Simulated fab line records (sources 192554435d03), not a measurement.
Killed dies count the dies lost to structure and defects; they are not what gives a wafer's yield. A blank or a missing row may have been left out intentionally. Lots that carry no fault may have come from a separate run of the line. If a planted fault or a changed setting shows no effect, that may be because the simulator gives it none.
Problem report in the 8D (eight disciplines) form, filled by code / flow n5_finfet / the parts of the form that need people (team, actions taken, sign-off) are left out

== 1. PROBLEM STATEMENT ==
At N5_BEOL_M10_CMP_52, barrier_field_endpoint_s averages 22.8 s over 2 wafers from 2 lots, while fault-free wafers read 28.6 s, standard deviation 0.68. Relative to the usual mean, that is a shift of -8.5 standard deviations.
The step: polishes, stops on SiCOH lowk, t overpolish 7 s, target thk 140 nm.
First observed at day 15 04:41: wafer L928.2, on cmp-02. Wafers with a number at this step in the record: 30, from 10 lots. The rule behind "out" and "out of limits": a value lying over 4 standard deviations away from the usual mean. The other wafers with a number count as sound.

== 2. WHAT IT IS; WHAT IT IS NOT ==
question=which readings at this step | is=barrier_field_endpoint_s | is not=motor_current_A, slurry_flow_ml_min
question=which lots | is=L928, L931 | is not=L917, L920, L922, L924, L926, L927, L938, L939
question=which wafers of those lots | is=L928.2, L931.1 | is not=L928.3, L928.4, L931.3, L931.6
question=read on which tools | is=cmp-02 | is not=cmp-04
question=when | is=from day 15 04:41 | is not=up to then (20 sound wafers); but 8 sound wafers of L931, L938, L939 came after

== 3. SUSPECTS, AND WHAT RULES EACH OUT ==
Counting: a tool at a process step up to the reading stays a suspect if it ran every lot that is out. Sound lots after the first of them don't rule it out here, since some wafers of a struck lot are sound.
- pecvd-03 at N5_BEOL_M10_PECVD_70 (deposits SiO2 from TEOS/O2, target thk 20 nm, time 22.7 s): kept. It ran every lot that is out, first L928 (day 14 22:52); its last sound lot up to then is L927 (day 14 09:28).
- cmp-02 at N5_BEOL_M10_CMP_52 (polishes, stops on SiCOH lowk, t overpolish 7 s, target thk 140 nm): kept. It ran every lot that is out, first L928 (day 15 04:41); its last sound lot up to then is L924 (day 14 11:56). On those wafers its own readings are out: barrier_field_endpoint_s.
- Within pecvd-03 at N5_BEOL_M10_PECVD_70: the wafers that are out ran in chambers 0, 1; their sound lot-mates ran in chamber 2.
Remaining after the count are pecvd-03 at N5_BEOL_M10_PECVD_70 and cmp-02 at N5_BEOL_M10_CMP_52.

== 4. THE CAUSE (what the simulator had put in) ==
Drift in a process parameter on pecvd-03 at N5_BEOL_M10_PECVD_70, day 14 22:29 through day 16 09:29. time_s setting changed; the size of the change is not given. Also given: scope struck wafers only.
Counting left 2 suspects, and this tool is among them.

== 5. THE EFFECT CHAIN, in route order ==
Each row: a reading whose mean over the struck wafers that have a number lies more than 3 standard deviations from the usual. Only readings for which the record gives a usual standard deviation are gone through. hours: the time from each lot's start at the first step in this table that gives one to its start at this step, as a median over the lots. sigmas: the change in usual standard deviations.
hours=0; step=N5_BEOL_M10_CMP_52; reading=barrier_field_endpoint_s; usual=28.6 s; on struck wafers=22.8; change=-5.8; sigmas=-8.5
Process steps it contains:
- N5_BEOL_M10_CMP_52: polishes, stops on SiCOH lowk, t overpolish 7 s, target thk 140 nm.

== 6. WHAT WOULD HAVE CAUGHT IT SOONER ==
6 hours passed between the start of the fault at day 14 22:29 and the first reading out of limits in this record, taken at day 15 04:41.
Of the tool readings at N5_BEOL_M10_PECVD_70 for which the record gives a usual standard deviation, none was out on any struck wafer, so an alarm limit of 4 standard deviations on them would not have fired.
Lots out: 2; of these, L931 started N5_BEOL_M10_PECVD_70 on pecvd-03 after day 15 04:41. A hold on the tool at that time would have spared it.
